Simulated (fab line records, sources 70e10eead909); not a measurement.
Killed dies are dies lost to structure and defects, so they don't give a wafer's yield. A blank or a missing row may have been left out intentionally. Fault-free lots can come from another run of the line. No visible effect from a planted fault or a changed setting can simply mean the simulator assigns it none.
A struck lot beside a sound one	flow nand-harc	43 out of 1302 route steps
Sound: the wafers L700.1, L700.2, L700.3. Struck: wafer L714.3 (left out: L714.4, L714.5 of the same lot, which were not struck); the cause appears at the end.
Order at every step that has rows: each side's tool, ch and its chambers, its first start. Under that, the readings that differ: sound wafers	struck wafers	difference of the means	sigmas: that difference in standard deviations of wafers without a fault.
alike: readings with means less than 2 such deviations apart, plus words and numbers identical on both sides. not compared: withheld readings, readings lacking a value on some wafer, bounds such as >300 that could conceal the same value, and numbers that have no deviation in the record and whose values overlap.
A row with sigmas, a row that says differs or no value, or rows on one side alone: a step with any of these is where the two part. When numbers do not overlap yet have no deviation, they are printed without sigmas and do not part them. A reading missing from all wafers of one side parts the sides only when that side holds two or more wafers.

first, 2 steps without rows for these wafers: NHARC_A_CONTACT_ETCH_122 (etches the open film in C4F8/O2/Ar, time 190 s, target depth 1850 nm); NHARC_A_CONTACT_ETCH_123 (etches the open film in C4F8/O2/Ar, time 490 s, target depth 2110 nm).
NHARC_A_CONTACT_ETCH_90: etches the open film in CH3F/O2, target depth 40 nm, time 85.7 s.
  sound on rie-diel-08 ch 0,2,3, day 22 05:05; struck on rie-diel-08 ch 3, day 28 19:10
reading	sound	struck	difference	sigmas
rf-hours-counter-h (h)	42 45 43	37	-6	
  alike: drypump-motor-current-A, mfc-ar-sccm, oes-product-au, rf-vpp-V, showerhead-plenum-p-Torr, throttle-valve-pct
then, 1 step without rows for these wafers: NHARC_A_CONTACT_ETCH_96 (etches the open film in C4F6/O2, target depth 20 nm, time 10 s).
NHARC_A_CONTACT_CD_MEAS_53:
  struck on cd-sem-01, day 28 19:23; sound on cd-sem-01, day 22 05:18
  alike: cd-nm
then, 7 steps without rows for these wafers: NHARC_A_CONTACT_STRIP_99 (strips in N2/H2); NHARC_A_CONTACT_STRIP_100 (strips in CF4/CHF3); NHARC_A_CONTACT_STRIP_101 (strips in O2/COS); NHARC_A_CONTACT_ETCH_102 (etches the open film in CF4/O2, target depth 100 nm, overetch 10 nm, time 55 s); NHARC_A_CONTACT_STRIP_55 (strips in O2); NHARC_A_CONTACT_STRIP_56 (strips in post etch residue remover, time 600 s); NHARC_A_CONTACT_DEP_57 (deposits aC, target thk 5300 nm).
NHARC_A_CONTACT_DEP_58: deposits SiON, target thk 90 nm.
  sound on pecvd-02 ch 0,1,2, day 22 10:34; struck on pecvd-04 ch 1, day 29 01:20
  alike: heater-power-w
then, 10 steps without rows for these wafers: NHARC_A_CONTACT_DEHYDRATE_59 (time 120 s); NHARC_A_CONTACT_HMDS_60 (time 30 s); NHARC_A_CONTACT_COAT_61 (time 75 s); NHARC_A_CONTACT_COAT_62 (time 65 s); NHARC_A_CONTACT_COAT_63 (resist thk 90 nm); NHARC_A_CONTACT_SOFTBAKE_64 (time 55 s); NHARC_A_CONTACT_EBR_65; NHARC_A_CONTACT_EXPOSE_66 (exposes mask A CC 2); NHARC_A_CONTACT_PEB_67 (peb time 65 s); NHARC_A_CONTACT_DEVELOP_68 (develop time 35 s).
NHARC_A_CONTACT_CD_MEAS_69 targets a cd of 300 nm.
  sound on cd-sem-03 ch 0, day 22 11:18; struck on cd-sem-03 ch 0, day 29 02:02
  alike: cd-nm
NHARC_A_CONTACT_OVL_MEAS_70:
  struck on overlay-02, day 29 02:07; sound on overlay-01, day 22 11:23
  alike: overlay-x-nm, overlay-y-nm
NHARC_A_CONTACT_INSPECT_71:
  struck on defect-inspect-01, day 29 02:09; sound on defect-inspect-01, day 22 11:25
reading	sound	struck	difference	sigmas
raw-defect-count	63 65 54	166	+105	+3
NHARC_A_CONTACT_DESCUM_74: chemistry O2, time 3 s.
  sound on rie-diel-09 ch 0,1,3, day 22 11:29; struck on rie-diel-04 ch 1, day 29 02:14
reading	sound	struck	difference	sigmas
drypump-motor-current-A (A)	6.5 5.4 6.3	4.8	-1.3	-2
rf-hours-counter-h (h)	1 1 1	52	+51	
showerhead-plenum-p-Torr (Torr)	1.87 1.98 1.98	1.80	-0.14	-2
  alike: mfc-ar-sccm, oes-product-au, rf-vpp-V, throttle-valve-pct
then, 3 steps without rows for these wafers: NHARC_A_CONTACT_ETCH_75 (etches the open film in CF4, target depth 39 nm, time 65 s); NHARC_A_CONTACT_ETCH_76 (etches the open film in N2/H2, target depth 260 nm, time 475.3 s); NHARC_A_CONTACT_ETCH_77 (etches the open film in CF4/CHF3, target depth 108.9 nm, time 54.5 s).
NHARC_A_CONTACT_ETCH_78: etches the open film in O2/COS, target depth 5300 nm, time 1378 s.
  sound on rie-diel-09 ch 0,1,2; struck on rie-diel-04 ch 0
reading	sound	struck	difference	sigmas
rf-hours-counter-h (h)	2 2 2	51	+49	
  alike: drypump-motor-current-A, mfc-ar-sccm, oes-product-au, rf-vpp-V, showerhead-plenum-p-Torr, throttle-valve-pct
then, 8 steps without rows for these wafers: NHARC_A_CONTACT_ETCH_124 (etches the open film in C4F8/O2/Ar, time 140 s, target depth 700 nm); NHARC_A_CONTACT_ETCH_125 (etches the open film in C4F8/O2/Ar, time 197 s, target depth 1918 nm); NHARC_A_CONTACT_ETCH_126 (etches the open film in C4F8/O2/Ar, time 197 s, target depth 1918 nm); NHARC_A_CONTACT_ETCH_127 (etches the open film in C4F8/O2/Ar, time 197 s, target depth 1918 nm); NHARC_A_CONTACT_ETCH_128 (etches the open film in C4F8/O2/Ar, time 197 s, target depth 1918 nm); NHARC_A_CONTACT_ETCH_129 (etches the open film in C4F8/O2/Ar, time 197 s, target depth 1918 nm); NHARC_A_CONTACT_ETCH_130 (etches the open film in C4F8/O2/Ar, time 197 s, target depth 1918 nm); NHARC_A_CONTACT_ETCH_131 (etches the open film in C4F8/O2/Ar, time 197 s, target depth 1918 nm).
NHARC_A_CONTACT_ETCH_132: etches the open film in C4F8/O2/Ar, time 197 s, target depth 1924 nm.
  sound on har-cap-etch-01 ch 0,1, day 22 14:28; struck on har-cap-etch-03 ch 0, day 29 05:44
reading	sound	struck	difference	sigmas
oes-air-line-au (a.u.)	1.025 1.025 1.021	0.972	-0.052	-3
  not compared: rf-hours-counter-h
NHARC_A_CONTACT_ETCH_133: etches the open film in C4F8/O2/Ar, time 374 s, target depth 1610 nm.
  sound on har-cap-etch-01 ch 0,1, day 22 14:38; struck on har-cap-etch-03 ch 0, day 29 06:05
  alike: oes-air-line-au
  not compared: rf-hours-counter-h
then, 1 step without rows for these wafers: NHARC_A_CONTACT_ETCH_91 (etches the open film in CH3F/O2, target depth 40 nm, time 85.7 s).
-- break in the record here, with 2 days between the starts of the struck wafers on either side (left off in module A_CONTACT, picked up again in module END, where the first step shown is number 1302 on the route) --
NHARC_END_SORT_01:
  the record has rows for the struck wafers here (prober-02 ch 0, day 31 17:09) and none for the sound ones

== WHERE THEY PART ==
At NHARC_A_CONTACT_INSPECT_71 first; at NHARC_END_SORT_01 last (within this record only).

WHY: the cause the simulator had injected
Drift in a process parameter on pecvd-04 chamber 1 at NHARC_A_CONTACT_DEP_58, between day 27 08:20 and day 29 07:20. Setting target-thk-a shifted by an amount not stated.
